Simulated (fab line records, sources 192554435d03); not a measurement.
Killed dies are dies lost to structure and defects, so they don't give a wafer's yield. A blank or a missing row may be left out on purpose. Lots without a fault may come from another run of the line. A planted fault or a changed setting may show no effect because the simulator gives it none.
Which tool did it? | flow n5_finfet | 14 lots, 42 wafers sampled, at 4 steps of a route of 1938

WHAT THE GAUGES READ, wafer by wafer
N5_MOL_CONTACT_COAG_CD_MEAS_40: target cd 25.1 nm. Usual: cd_nm 25.12 nm, standard deviation 0.22.
lot  | measured     | on        | cd_nm (nm)        | flag
L677 | day 5 06:05  | cd_sem-02 | 25.24 24.80 25.02 |
L679 | day 5 19:34  | cd_sem-03 | 25.17 25.08 25.27 |
L681 | day 6 00:59  | cd_sem-02 | 25.20 24.77 25.18 |
L682 | day 6 11:34  | cd_sem-03 | 25.19 25.25 25.30 |
L683 | day 6 15:51  | cd_sem-01 | 25.16 25.00 24.99 |
L684 | day 6 20:58  | cd_sem-02 | 25.29 25.38 25.12 |
L685 | day 7 09:09  | cd_sem-01 | 25.07 25.09 25.31 |
L687 | day 7 20:08  | cd_sem-02 | - - -             | OFF
L688 | day 8 01:07  | cd_sem-02 | - - -             | OFF
L689 | day 8 04:26  | cd_sem-01 | 25.05 24.88 24.77 |
L690 | day 8 10:09  | cd_sem-03 | 25.43 25.21 25.18 |
L695 | day 9 16:24  | cd_sem-02 | 25.10 24.89 25.19 |
L697 | day 10 03:55 | cd_sem-01 | 25.07 25.10 24.89 |
L699 | day 10 14:20 | cd_sem-03 | 25.26 25.22 25.74 |

WHICH TOOL RAN EACH LOT (tool, then ch and the chambers of the sampled wafers, then the start)
lot  | N5_MOL_CONTACT_COAG_ETCH_90        | N5_MOL_CONTACT_COAG_STRIP_96       | N5_MOL_CONTACT_COAG_EXPOSE_37
L677 | rie_diel-04 ch 0,1,3, day 5 04:59  | rie_diel-01 ch 1,3, day 5 05:29    | euv_scanner-02 ch 0, day 5 05:56
L679 | rie_diel-04 ch 0,2,3, day 5 18:05  | rie_diel-01 ch 0,1,2, day 5 18:51  | euv_scanner-02 ch 0, day 5 19:25
L681 | rie_diel-01 ch 0,2, day 5 23:46    | rie_diel-01 ch 0,1, day 6 00:17    | euv_scanner-02 ch 0, day 6 00:51
L682 | rie_diel-04 ch 1,2,3, day 6 10:20  | rie_diel-01 ch 0,1,2, day 6 10:51  | euv_scanner-01 ch 0, day 6 11:25
L683 | rie_diel-01 ch 0,1,3, day 6 14:36  | rie_diel-01 ch 0,2,3, day 6 15:07  | euv_scanner-01 ch 0, day 6 15:43
L684 | rie_diel-03 ch 0,2,3, day 6 19:52  | rie_diel-01 ch 2,3, day 6 20:23    | euv_scanner-01 ch 0, day 6 20:50
L685 | rie_diel-01 ch 1,2, day 7 07:53    | rie_diel-04 ch 0,3, day 7 08:24    | euv_scanner-02 ch 0, day 7 09:01
L687 | rie_diel-03 ch 0,3, day 7 18:34    | rie_diel-01 ch 0,2, day 7 19:32    | euv_scanner-02, day 7 19:59
L688 | rie_diel-01 ch 0,1,2, day 7 23:43  | rie_diel-01 ch 0,2, day 8 00:24    | euv_scanner-01, day 8 00:59
L689 | rie_diel-04 ch 0,2, day 8 03:11    | rie_diel-04 ch 0,2,3, day 8 03:44  | euv_scanner-02 ch 0, day 8 04:18
L690 | rie_diel-04 ch 0,2,3, day 8 08:19  | rie_diel-04 ch 1,2,3, day 8 09:26  | euv_scanner-01 ch 0, day 8 10:00
L695 | rie_diel-04 ch 2,3, day 9 15:12    | rie_diel-01 ch 0,1,2, day 9 15:41  | euv_scanner-01 ch 0, day 9 16:15
L697 | rie_diel-03 ch 1,2,3, day 10 02:28 | rie_diel-04 ch 0,2,3, day 10 03:16 | euv_scanner-01 ch 0, day 10 03:46
L699 | rie_diel-01 ch 1,2, day 10 12:56   | rie_diel-04 ch 2,3, day 10 13:44   | euv_scanner-01 ch 0, day 10 14:11
- N5_MOL_CONTACT_COAG_ETCH_90: etches SiARC in CF4, target depth 13 nm, time 21.7 s.
- N5_MOL_CONTACT_COAG_STRIP_96: strips in N2/H2.
- N5_MOL_CONTACT_COAG_EXPOSE_37: exposes mask VD, defocus 0 nm.

WHAT THE TOOLS THEMSELVES READ (means of the sampled wafers that have a number; where no wafer has one, the mark that the record gives instead)
N5_MOL_CONTACT_COAG_ETCH_90. Usual: cf4_flow_sccm 100.0 sccm, standard deviation 0.32; drypump_motor_current_A 5.8 A, standard deviation 0.42; etch_rf_on_time_s 21.6 s, standard deviation 0.36; oes_product_au 0.66 a.u., standard deviation 0.067; rf_vpp_V 183.9 V, standard deviation 1.1; showerhead_plenum_p_Torr 2.13 Torr, standard deviation 0.056; throttle_valve_pct 15.59 %, standard deviation 0.26.
lot  | tool        | cf4_flow_sccm (sccm) | drypump_motor_current_A (A) | etch_rf_on_time_s (s) | oes_product_au (a.u.) | rf_vpp_V (V) | showerhead_plenum_p_Torr (Torr) | throttle_valve_pct (%) | flag
L677 | rie_diel-04 | 100.3                | 5.8                         | 21.5                  | 0.68                  | 184.1        | 2.12                            | 15.53                  |
L679 | rie_diel-04 | 100.2                | 5.6                         | 21.5                  | 0.69                  | 183.5        | 2.07                            | 15.45                  |
L681 | rie_diel-01 | 99.9                 | 6.2                         | 21.4                  | 0.67                  | 183.6        | 2.15                            | 15.80                  |
L682 | rie_diel-04 | 99.9                 | 5.6                         | 21.5                  | 0.63                  | 183.5        | 2.11                            | 15.44                  |
L683 | rie_diel-01 | 99.9                 | 6.0                         | 21.3                  | 0.75                  | 185.2        | 2.20                            | 15.42                  |
L684 | rie_diel-03 | 100.1                | 5.8                         | 21.6                  | 0.69                  | 184.8        | 2.16                            | 15.53                  |
L685 | rie_diel-01 | 100.0                | 6.3                         | 21.4                  | 0.69                  | 183.6        | 2.16                            | 15.89                  |
L687 | rie_diel-03 | 99.6                 | 5.8                         | 21.7                  | 0.71                  | 183.6        | 2.13                            | 15.48                  |
L688 | rie_diel-01 | 99.8                 | 6.0                         | 21.4                  | 0.68                  | 183.8        | 2.15                            | 15.69                  |
L689 | rie_diel-04 | 99.9                 | 5.4                         | 21.9                  | 0.67                  | 182.6        | 2.06                            | 15.66                  |
L690 | rie_diel-04 | 99.8                 | 5.6                         | 21.7                  | 0.66                  | 184.0        | 2.06                            | 15.50                  |
L695 | rie_diel-04 | 100.0                | 5.8                         | 21.7                  | 0.65                  | 183.2        | 2.06                            | 15.34                  |
L697 | rie_diel-03 | 100.2                | 5.7                         | 22.2                  | 0.59                  | 184.3        | 2.15                            | 15.78                  |
L699 | rie_diel-01 | 100.0                | 6.2                         | 21.7                  | 0.68                  | 184.3        | 2.15                            | 15.82                  |

N5_MOL_CONTACT_COAG_STRIP_96. Usual: drypump_motor_current_A 5.9 A, standard deviation 0.45; oes_product_au 0.79 a.u., standard deviation 0.074; power_w 500.3 W, standard deviation 1.6; rf_vpp_V 121.8 V, standard deviation 1.1; showerhead_plenum_p_Torr 3.33 Torr, standard deviation 0.092; throttle_valve_pct 18.8 %, standard deviation 0.4.
lot  | tool        | drypump_motor_current_A (A) | oes_product_au (a.u.) | power_w (W) | rf_vpp_V (V) | showerhead_plenum_p_Torr (Torr) | throttle_valve_pct (%) | flag
L677 | rie_diel-01 | 6.1                         | 0.83                  | 499.2       | 121.1        | 3.33                            | 19.0                   |
L679 | rie_diel-01 | 6.1                         | 0.81                  | 501.8       | 121.9        | 3.38                            | 18.9                   |
L681 | rie_diel-01 | 5.9                         | 0.84                  | 499.2       | 122.8        | 3.39                            | 18.9                   |
L682 | rie_diel-01 | 6.0                         | 0.81                  | 500.5       | 122.3        | 3.37                            | 18.9                   |
L683 | rie_diel-01 | 6.1                         | 0.84                  | 502.6       | 122.0        | 3.43                            | 18.7                   |
L684 | rie_diel-01 | 6.4                         | 0.84                  | 500.5       | 122.3        | 3.43                            | 19.0                   |
L685 | rie_diel-04 | 6.0                         | 0.81                  | 501.1       | 122.6        | 3.26                            | 18.5                   |
L687 | rie_diel-01 | 6.2                         | 0.76                  | 499.6       | 122.5        | 3.35                            | 19.0                   |
L688 | rie_diel-01 | 6.2                         | 0.75                  | 500.0       | 122.4        | 3.35                            | 19.0                   |
L689 | rie_diel-04 | 5.6                         | 0.77                  | 500.2       | 121.2        | 3.24                            | 18.7                   |
L690 | rie_diel-04 | 5.6                         | 0.72                  | 500.6       | 122.0        | 3.30                            | 18.6                   |
L695 | rie_diel-01 | 6.0                         | 0.78                  | 500.0       | 122.4        | 3.35                            | 19.0                   |
L697 | rie_diel-04 | 5.6                         | 0.76                  | 500.2       | 121.9        | 3.23                            | 18.7                   |
L699 | rie_diel-04 | 5.8                         | 0.75                  | 499.8       | 120.9        | 3.22                            | 18.3                   |

N5_MOL_CONTACT_COAG_EXPOSE_37. Usual: exposure_dose_mJ_cm2 62.8, standard deviation 0.74; focus_offset_nm -0.1 nm, standard deviation 0.5.
lot  | tool           | exposure_dose_mJ_cm2 | focus_offset_nm (nm) | flag
L677 | euv_scanner-02 | 62.0                 | -0.0                 |
L679 | euv_scanner-02 | 61.9                 | -0.1                 |
L681 | euv_scanner-02 | 61.9                 | 0.1                  |
L682 | euv_scanner-01 | 63.5                 | -0.0                 |
L683 | euv_scanner-01 | 63.4                 | -0.3                 |
L684 | euv_scanner-01 | 63.4                 | 0.0                  |
L685 | euv_scanner-02 | 61.9                 | -0.2                 |
L687 | euv_scanner-02 | -                    | -                    | OFF
L688 | euv_scanner-01 | -                    | -                    | OFF
L689 | euv_scanner-02 | 62.0                 | -0.8                 |
L690 | euv_scanner-01 | 63.4                 | -0.1                 |
L695 | euv_scanner-01 | 63.4                 | 0.1                  |
L697 | euv_scanner-01 | 63.5                 | 0.6                  |
L699 | euv_scanner-01 | 63.4                 | -0.3                 |

THE ANSWER, worked out from the rows above alone
Rule: a lot is off if the mean of its wafers that have a number lies more than 3 standard deviations from the usual mean. A lot without any number at a reading at which 4 lots or more have one is off too. The other lots that the step has rows for count as sound. The gauges are gone through in route order, then the tools' own readings, and for those a lot's mean is taken as printed above. The first step at which some lot is off is used, and at that step the reading that is off furthest; a lot without a number counts as furthest.
Off: L687, L688, at N5_MOL_CONTACT_COAG_CD_MEAS_40 (cd_nm). Without a number there: L687, L688.
A tool fits if, at a process step before that reading, it ran every lot that is off, and no sound lot after the first of them. The gauges at N5_MOL_CONTACT_COAG_CD_MEAS_40 aren't tried: what is off there is off at N5_MOL_CONTACT_COAG_EXPOSE_37 too, on other tools, and a gauge's error can't cause that. None of those tried fits.

WHAT THE SIMULATOR HAD PUT IN
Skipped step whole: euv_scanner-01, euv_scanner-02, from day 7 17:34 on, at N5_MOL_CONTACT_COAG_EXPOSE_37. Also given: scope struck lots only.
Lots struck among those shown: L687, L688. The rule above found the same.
